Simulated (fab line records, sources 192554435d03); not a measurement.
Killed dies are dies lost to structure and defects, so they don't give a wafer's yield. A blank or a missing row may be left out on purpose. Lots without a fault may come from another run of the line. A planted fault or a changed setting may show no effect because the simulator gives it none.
Chamber matching | flow n5_finfet | N5_BEOL_M15_VIA_ETCH_16 on rie_diel-03: 4 sister chambers
The step etches SiO2 in C4F8/O2/Ar, target depth 1792.2 nm. 14 wafers are shown with their chamber, then 7 later ones without.

WAFERS WITH THEIR CHAMBER
wafer  | chamber | rf_vpp_V (V) | throttle_valve_pct (%) | oes_product_au (a.u.)
L074.2 | 2       | 2233         | 30.88                  | 0.85
L074.3 | 0       | 2280         | 30.46                  | 0.84
L074.6 | 2       | 2232         | 30.87                  | 0.84
L078.2 | 2       | 2230         | 30.85                  | 0.84
L078.3 | 1       | 2193         | 30.59                  | 0.77
L078.6 | 3       | 2194         | 30.92                  | 0.62
L079.1 | 2       | 2232         | 30.85                  | 0.83
L079.2 | 1       | 2194         | 30.59                  | 0.77
L079.5 | 3       | 2196         | 30.92                  | 0.63
L080.1 | 2       | 2232         | 30.86                  | 0.83
L080.4 | 1       | 2193         | 30.59                  | 0.77
L080.5 | 3       | 2196         | 30.92                  | 0.62
L081.3 | 2       | 2232         | 30.90                  | 0.82
L081.4 | 0       | 2282         | 30.47                  | 0.82

SIGNATURES (means of the wafers above)
reading            | chamber 0 | chamber 1 | chamber 2 | chamber 3 | scatter within a chamber
rf_vpp_V           | 2281.00   | 2193.33   | 2231.83   | 2195.33   | 1.01
throttle_valve_pct | 30.4650   | 30.5900   | 30.8683   | 30.9200   | 0.0139
oes_product_au     | 0.8300    | 0.7700    | 0.8350    | 0.6233    | 0.00904
Rule: a wafer's distance from a chamber is the root of the sum, over the readings, of the square of ((its reading less the chamber's mean) divided by the reading's scatter). The wafer belongs to the nearest chamber; if the next one is less than 2 further off, it can't be placed. The scatter: the root of (the sum of the squares of (reading less its chamber's mean) over the shown wafers, divided by (wafers less chambers)).

WAFERS WITHOUT THEIR CHAMBER
wafer  | rf_vpp_V (V) | throttle_valve_pct (%) | oes_product_au (a.u.)
L081.6 | 2192         | 30.60                  | 0.76
L095.1 | 2231         | 30.88                  | 0.77
L095.3 | 2192         | 30.80                  | 0.82
L095.6 | 2194         | 30.79                  | 0.82
L096.1 | 2230         | 30.91                  | 0.77
L096.4 | 2193         | 30.61                  | 0.74
L096.5 | 2280         | 30.49                  | 0.78

WHICH CHAMBER EACH WENT THROUGH
wafer  | from the rows above | in truth
L081.6 | 1                   | 1
L095.1 | 2                   | 2
L095.3 | 1                   | 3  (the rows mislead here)
L095.6 | 1                   | 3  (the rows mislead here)
L096.1 | 2                   | 2
L096.4 | 1                   | 1
L096.5 | 0                   | 0
Placed correctly: 5 of 7. Can't be placed from these rows: 0. Placed wrongly: 2.
